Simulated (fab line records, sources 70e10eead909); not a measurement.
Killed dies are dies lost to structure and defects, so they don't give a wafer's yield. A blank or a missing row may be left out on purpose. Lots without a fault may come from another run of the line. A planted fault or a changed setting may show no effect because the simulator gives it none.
Which tool did it? | flow nand_harc | 14 lots, 42 wafers sampled, at 4 steps of a route of 1302

WHAT THE GAUGES READ, wafer by wafer
The record holds no reading of a measuring or inspecting step that can be judged against a usual standard deviation.

WHICH TOOL RAN EACH LOT (tool, then ch and the chambers of the sampled wafers, then the start)
lot  | NHARC_A_CONTACT_ETCH_50                       | NHARC_A_CONTACT_ETCH_114             | NHARC_A_CONTACT_ETCH_121             | NHARC_A_CONTACT_ETCH_96
L848 | rie_diel-12 ch 0,1, day 21 22:22 or earlier   | har_cap_etch-02 ch 0,1, day 21 22:22 | har_cap_etch-02 ch 0,1, day 21 23:33 | rie_diel-04 ch 0,1,3, day 22 01:01
L847 | rie_diel-07 ch 1,2,3, day 22 00:43 or earlier | har_cap_etch-03 ch 0,1, day 22 00:43 | har_cap_etch-03 ch 0,1, day 22 02:19 | rie_diel-07 ch 0,3, no start
L849 | rie_diel-07 ch 0,2,3, day 22 10:02 or earlier | har_cap_etch-02 ch 0,1, day 22 10:02 | har_cap_etch-02 ch 0,1, day 22 11:14 | rie_diel-04 ch 1,2,3, no start
L851 | rie_diel-12 ch 2,3, day 23 15:34 or earlier   | har_cap_etch-02 ch 0,1, day 23 15:34 | har_cap_etch-02 ch 0,1, day 23 16:46 | rie_diel-12 ch 0,1, no start
L854 | rie_diel-04 ch 0,1, day 24 23:58 or earlier   | har_cap_etch-03 ch 0,1, day 24 23:58 | har_cap_etch-03 ch 0,1, day 25 01:09 | rie_diel-12 ch 1,2, no start
L855 | rie_diel-12 ch 1,2,3, day 25 08:02 or earlier | har_cap_etch-02 ch 0,1, day 25 08:02 | har_cap_etch-02 ch 0,1, day 25 09:14 | rie_diel-12 ch 1,2,3, no start
L859 | rie_diel-12 ch 0,2,3, day 25 17:07 or earlier | har_cap_etch-03 ch 0,1, day 25 17:07 | har_cap_etch-03 ch 0,1, day 25 18:18 | rie_diel-07 ch 0,1, no start
L857 | rie_diel-04 ch 1,2,3, day 25 18:23 or earlier | har_cap_etch-02 ch 0,1, day 25 18:23 | har_cap_etch-02 ch 0,1, day 25 19:34 | rie_diel-04 ch 0,1,2, no start
L858 | rie_diel-12 ch 1,3, day 25 21:11 or earlier   | har_cap_etch-02 ch 0, day 25 21:11   | har_cap_etch-02 ch 0, day 25 22:23   | rie_diel-12 ch 2,3, no start
L856 | rie_diel-12 ch 0,2,3, day 26 00:43 or earlier | har_cap_etch-03 ch 0,1, day 26 00:43 | har_cap_etch-03 ch 0,1, day 26 01:54 | rie_diel-12 ch 0,1,3, no start
L864 | rie_diel-12 ch 1,3, day 29 01:03 or earlier   | har_cap_etch-02 ch 0, day 29 01:03   | har_cap_etch-02 ch 0, day 29 02:14   | rie_diel-04 ch 0,2, no start
L865 | rie_diel-12 ch 0,1,3, day 29 01:53 or earlier | har_cap_etch-01 ch 0,1, day 29 01:53 | har_cap_etch-01 ch 0,1, day 29 03:04 | rie_diel-12 ch 0,1,3, no start
L866 | rie_diel-12 ch 0,1,2, day 29 07:35 or earlier | har_cap_etch-02 ch 0,1, day 29 07:35 | har_cap_etch-02 ch 0,1, day 29 08:47 | rie_diel-12 ch 0,3, no start
L868 | rie_diel-12 ch 2,3, day 29 23:19 or earlier   | har_cap_etch-03 ch 0,1, day 29 23:19 | har_cap_etch-03 ch 0,1, day 30 00:31 | rie_diel-07 ch 2,3, no start
- NHARC_A_CONTACT_ETCH_50: etches the open film in CF4/CHF3, target depth 121 nm, time 60.5 s.
- NHARC_A_CONTACT_ETCH_114: etches the open film in C4F8/O2/Ar, time 190 s, target depth 1850 nm.
- NHARC_A_CONTACT_ETCH_121: etches the open film in C4F8/O2/Ar, time 190 s, target depth 1850 nm.
- NHARC_A_CONTACT_ETCH_96: etches the open film in C4F6/O2, target depth 20 nm, time 10 s.

WHAT THE TOOLS THEMSELVES READ (means of the sampled wafers that have a number; where no wafer has one, the mark that the record gives instead)
NHARC_A_CONTACT_ETCH_50. Usual: bias_w 200.0 W, standard deviation 0.56; cf4_flow_sccm 100.0 sccm, standard deviation 0.3; drypump_motor_current_A 5.9 A, standard deviation 0.46; oes_product_au 0.955 a.u., standard deviation 0.021; rf_vpp_V 370.8 V, standard deviation 2.3; showerhead_plenum_p_Torr 1.58 Torr, standard deviation 0.067; throttle_valve_pct 16.803 %, standard deviation 0.0091.
lot  | tool        | bias_w (W) | cf4_flow_sccm (sccm) | drypump_motor_current_A (A) | oes_product_au (a.u.) | rf_vpp_V (V) | showerhead_plenum_p_Torr (Torr) | throttle_valve_pct (%) | flag
L848 | rie_diel-12 | 200.2      | 100.2                | 5.9                         | 0.971                 | 371.2        | 1.60                            | 16.801                 |
L847 | rie_diel-07 | 200.2      | 100.2                | 5.8                         | 0.966                 | 371.7        | 1.60                            | 16.804                 |
L849 | rie_diel-07 | 199.4      | 100.3                | 6.2                         | 0.963                 | 370.2        | 1.56                            | 16.798                 |
L851 | rie_diel-12 | 199.8      | 100.1                | 5.9                         | 0.982                 | 370.4        | 1.58                            | 16.799                 |
L854 | rie_diel-04 | 200.8      | 99.9                 | 5.2                         | 0.970                 | 371.3        | 1.63                            | 16.801                 |
L855 | rie_diel-12 | 199.8      | 99.8                 | 5.9                         | 0.939                 | 372.6        | 1.61                            | 16.811                 |
L859 | rie_diel-12 | 199.7      | 100.0                | 6.0                         | 0.972                 | 371.0        | 1.58                            | 16.792                 |
L857 | rie_diel-04 | 200.0      | 99.9                 | 5.4                         | 0.972                 | 368.1        | 1.50                            | 16.814                 |
L858 | rie_diel-12 | 200.5      | 99.8                 | 6.0                         | 0.962                 | 372.4        | 1.63                            | 16.800                 |
L856 | rie_diel-12 | 200.0      | 99.9                 | 6.0                         | 0.940                 | 370.4        | 1.58                            | 16.808                 |
L864 | rie_diel-12 | 199.9      | 100.0                | 6.3                         | 0.965                 | 372.2        | 1.62                            | 16.802                 |
L865 | rie_diel-12 | 199.8      | 100.1                | 6.1                         | 0.946                 | 371.3        | 1.61                            | 16.807                 |
L866 | rie_diel-12 | 199.8      | 99.9                 | 5.8                         | 0.967                 | 371.3        | 1.59                            | 16.795                 |
L868 | rie_diel-12 | 200.1      | 99.7                 | 5.9                         | 0.964                 | 370.3        | 1.58                            | 16.807                 |

NHARC_A_CONTACT_ETCH_114. Usual: chamber_pressure_mTorr 19.998 mTorr, standard deviation 0.022; oes_air_line_au 1.003 a.u., standard deviation 0.02.
lot  | tool            | chamber_pressure_mTorr (mTorr) | oes_air_line_au (a.u.) | flag
L848 | har_cap_etch-02 | 19.998                         | 0.991                  |
L847 | har_cap_etch-03 | 20.002                         | 1.026                  |
L849 | har_cap_etch-02 | 19.998                         | 1.001                  |
L851 | har_cap_etch-02 | 19.993                         | 0.999                  |
L854 | har_cap_etch-03 | 19.998                         | 0.999                  |
L855 | har_cap_etch-02 | 20.003                         | 0.999                  |
L859 | har_cap_etch-03 | 19.990                         | 1.034                  |
L857 | har_cap_etch-02 | 19.985                         | 1.002                  |
L858 | har_cap_etch-02 | 19.987                         | 1.008                  |
L856 | har_cap_etch-03 | 19.991                         | 1.017                  |
L864 | har_cap_etch-02 | 20.004                         | 0.990                  |
L865 | har_cap_etch-01 | 20.015                         | 0.999                  |
L866 | har_cap_etch-02 | 20.006                         | 1.018                  |
L868 | har_cap_etch-03 | 19.986                         | 1.028                  |

NHARC_A_CONTACT_ETCH_121. Usual: chamber_pressure_mTorr 20.000 mTorr, standard deviation 0.017; oes_air_line_au 1.000 a.u., standard deviation 0.022.
lot  | tool            | chamber_pressure_mTorr (mTorr) | oes_air_line_au (a.u.) | flag
L848 | har_cap_etch-02 | 19.993                         | 1.003                  |
L847 | har_cap_etch-03 | 20.009                         | 0.991                  |
L849 | har_cap_etch-02 | 19.999                         | 1.018                  |
L851 | har_cap_etch-02 | 19.997                         | 1.004                  |
L854 | har_cap_etch-03 | 20.001                         | 0.984                  |
L855 | har_cap_etch-02 | -                              | -                      | OFF
L859 | har_cap_etch-03 | -                              | -                      | OFF
L857 | har_cap_etch-02 | 19.982                         | 0.998                  |
L858 | har_cap_etch-02 | 20.001                         | 0.989                  |
L856 | har_cap_etch-03 | 20.016                         | 1.005                  |
L864 | har_cap_etch-02 | 19.999                         | 1.031                  |
L865 | har_cap_etch-01 | 19.986                         | 1.005                  |
L866 | har_cap_etch-02 | 19.984                         | 1.023                  |
L868 | har_cap_etch-03 | 19.991                         | 0.970                  |

NHARC_A_CONTACT_ETCH_96. Usual: bias_w 499.9 W, standard deviation 1.6; c4f6_flow_sccm 25.00 sccm, standard deviation 0.071; drypump_motor_current_A 5.9 A, standard deviation 0.46; oes_product_au 0.965 a.u., standard deviation 0.024; rf_vpp_V 547 V, standard deviation 3.4; showerhead_plenum_p_Torr 3.92 Torr, standard deviation 0.16; throttle_valve_pct 26.903 %, standard deviation 0.0092.
lot  | tool        | bias_w (W) | c4f6_flow_sccm (sccm) | drypump_motor_current_A (A) | oes_product_au (a.u.) | rf_vpp_V (V) | showerhead_plenum_p_Torr (Torr) | throttle_valve_pct (%) | flag
L848 | rie_diel-04 | 498.8      | 24.99                 | 5.2                         | 1.007                 | 544          | 3.76                            | 26.901                 |
L847 | rie_diel-07 | 499.9      | 25.01                 | 6.3                         | 0.938                 | 542          | 3.69                            | 26.907                 |
L849 | rie_diel-04 | 499.7      | 25.03                 | 5.4                         | 0.961                 | 543          | 3.78                            | 26.890                 |
L851 | rie_diel-12 | 499.9      | 25.01                 | 5.8                         | 0.964                 | 549          | 4.04                            | 26.905                 |
L854 | rie_diel-12 | 499.8      | 24.99                 | 5.7                         | 0.939                 | 548          | 4.03                            | 26.904                 |
L855 | rie_diel-12 | 499.8      | 25.04                 | 6.0                         | 0.947                 | 549          | 4.00                            | 26.896                 |
L859 | rie_diel-07 | 499.8      | 25.02                 | 6.1                         | 0.952                 | 544          | 3.76                            | 26.902                 |
L857 | rie_diel-04 | 498.6      | 25.05                 | 5.4                         | 0.950                 | 546          | 3.89                            | 26.910                 |
L858 | rie_diel-12 | 500.8      | 24.95                 | 5.9                         | 0.945                 | 547          | 3.93                            | 26.912                 |
L856 | rie_diel-12 | 500.4      | 25.06                 | 6.1                         | 0.953                 | 548          | 4.01                            | 26.898                 |
L864 | rie_diel-04 | 499.7      | 24.97                 | 5.8                         | 0.938                 | 546          | 3.86                            | 26.916                 |
L865 | rie_diel-12 | 502.2      | 25.02                 | 6.1                         | 0.949                 | 548          | 4.00                            | 26.904                 |
L866 | rie_diel-12 | 498.9      | 24.99                 | 6.3                         | 0.943                 | 548          | 3.97                            | 26.904                 |
L868 | rie_diel-07 | 498.8      | 25.05                 | 6.1                         | 0.995                 | 548          | 4.02                            | 26.894                 |

THE ANSWER, worked out from the rows above alone
Rule: a lot is off if the mean of its wafers that have a number lies more than 3 standard deviations from the usual mean. A lot without any number at a reading at which 4 lots or more have one is off too. The other lots that the step has rows for count as sound. The gauges are gone through in route order, then the tools' own readings, and for those a lot's mean is taken as printed above. The first step at which some lot is off is used, and at that step the reading that is off furthest; a lot without a number counts as furthest.
Off: L855, L859, at NHARC_A_CONTACT_ETCH_121 (chamber_pressure_mTorr). Without a number there: L855, L859.
A tool fits if, at that step or a process step before it, it ran every lot that is off, and no sound lot after the first of them. NHARC_A_CONTACT_ETCH_50 gives no start for some lots, so the hours and the order of its lots are those of NHARC_A_CONTACT_ETCH_114. None of those tried fits.

WHAT THE SIMULATOR HAD PUT IN
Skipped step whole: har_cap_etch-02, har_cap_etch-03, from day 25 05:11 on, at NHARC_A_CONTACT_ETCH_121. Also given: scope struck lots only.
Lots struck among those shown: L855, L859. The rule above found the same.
